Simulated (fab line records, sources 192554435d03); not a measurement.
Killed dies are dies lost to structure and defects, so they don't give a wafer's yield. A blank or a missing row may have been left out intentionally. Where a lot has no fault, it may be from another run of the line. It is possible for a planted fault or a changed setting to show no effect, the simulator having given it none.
Lot-split experiment | flow n5-finfet | 21 wafers read from 7 lots, route of 1938 steps

THE SPLIT
At N5_BEOL_M14_COAT_22 (resist thk 300 nm), the setting spin-rpm was moved away from the recipe's 2888 rpm on 10 of the 21 wafers read, by -7.2% to +10.5%. The other wafers ran this setting at the recipe's value.

FROM THE SPLIT TO THE READING: what the file shows between them, 2 steps
- N5_BEOL_M14_DEVELOP_27: develop time 45 s (also split here: develop-time-s)
- N5_BEOL_M14_HARDBAKE_32: time 120 s

THE READING
coat_of_BEOL_M14_COAT_22.thk-nm (the simulator's own value, which no gauge read), in nm, at N5_BEOL_M14_DESCUM_33 (chemistry O2, time 7.9 s). There is no usual value for it anywhere in the file. Average 283.1 nm, standard deviation 1.5 nm, over the 11 wafers here run with the recipe.

wafer  | tool, chamber at the split | spin-rpm as run, rpm | against the recipe | coat_of_BEOL_M14_COAT_22.thk-nm, nm | against lot-mates on the recipe
L074.1 | litho-track-03, 0          | 2888                 | recipe             | 283.4                               | -
L074.3 | litho-track-03, 0          | 3109                 | +7.7%              | 271.8                               | -10.9
L074.4 | litho-track-03, 0          | 2888                 | recipe             | 282                                 | -
L079.1 | litho-track-04, 0          | 2888                 | recipe             | 283.6                               | -
L079.2 | litho-track-04, 0          | 2747                 | -4.9%              | 291.8                               | +8.2
L079.5 | litho-track-04, 0          | 2747                 | -4.9%              | 291.4                               | +7.8
L084.3 | litho-track-03, 0          | 2679                 | -7.2%              | 294.6                               | +12.4
L084.4 | litho-track-03, 0          | 2679                 | -7.2%              | 294                                 | +11.8
L084.6 | litho-track-03, 0          | 2888                 | recipe             | 282.2                               | -
L087.2 | litho-track-03, 0          | 2888                 | recipe             | 285                                 | -
L087.4 | litho-track-03, 0          | 2888                 | recipe             | 284.4                               | -
L087.6 | litho-track-03, 0          | 2888                 | recipe             | 283.8                               | -
L088.2 | litho-track-04, 0          | 3018                 | +4.5%              | 278                                 | no lot-mate on the recipe
L088.5 | litho-track-04, 0          | 3018                 | +4.5%              | 276                                 | no lot-mate on the recipe
L088.6 | litho-track-04, 0          | 3018                 | +4.5%              | 277.6                               | no lot-mate on the recipe
L089.1 | litho-track-03, 0          | 2694                 | -6.7%              | 293.6                               | +9.4
L089.2 | litho-track-03, 0          | 2888                 | recipe             | 284.6                               | -
L089.6 | litho-track-03, 0          | 2888                 | recipe             | 283.8                               | -
L091.3 | litho-track-03, 0          | 2888                 | recipe             | 280.2                               | -
L091.4 | litho-track-03, 0          | 2888                 | recipe             | 280.6                               | -
L091.6 | litho-track-03, 0          | 3192                 | +10.5%             | 266.4                               | -14.0

FIT RESULTS
A straight line over all 21 wafers: coat_of_BEOL_M14_COAT_22.thk-nm changes by -1.54 nm for each +1% of spin-rpm; r = -0.98; the points scatter about the line by 1.3 nm.
The same after taking each lot's own level away (the mean of its wafers on the recipe; 18 wafers): -1.48 nm for each +1%; r = -0.99; scatter 0.73 nm.
Per that fit: largest spin-rpm move, reading shift of 16 nm.
From 280.40 to 284.40 nm: that is the span of the lots' own levels, equal to 2.6 times the standard deviation above.
So the lot-to-lot level changes the slope little: the two slopes agree.
Check: for one of the wafers moved furthest among these (+10.5%), held out of the fit, the line's prediction against its lot-mates is -16.1 nm. Against them it came out at -14 nm.

FURTHER SPLITS ON THESE WAFERS
These wafers also went through other splits before the reading. Each is held against what the fit with the lots' levels taken away leaves over:
other split on the same wafers        | wafers away from the commonest value | r with coat_of_BEOL_M14_COAT_22.thk-nm (lot level and that fit taken away)
N5_BEOL_M11_ILD_DEP_00 time-s         | 7                                    | +0.16
N5_BEOL_M12_COAT_04 spin-rpm          | 7                                    | -0.17
N5_BEOL_M13_EXPOSE_07 dose-mj         | 10                                   | -0.30
N5_BEOL_M14_DEVELOP_27 develop-time-s | 8                                    | -0.30

THE WHOLE CHAIN: every reading that the file lists as answering this split, in the file's order
step                  | what it does             | reading                                                                          | change (the file's fit)              | r (the file's)
N5_BEOL_M14_COAT_22   | resist thk 300 nm        | coat_of_BEOL_M14_COAT_22.thk-nm (the simulator's own value, which no gauge read) | -1.48 nm for each +1% of the setting | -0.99
N5_BEOL_M14_DESCUM_33 | chemistry O2, time 7.9 s | coat_of_BEOL_M14_COAT_22.thk-nm (the simulator's own value, which no gauge read) | -1.45 nm for each +1% of the setting | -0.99

THE FILE'S OWN FIT
coat_of_BEOL_M14_COAT_22.thk-nm changes by -1.45 nm for each +1% of spin-rpm, r = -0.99.
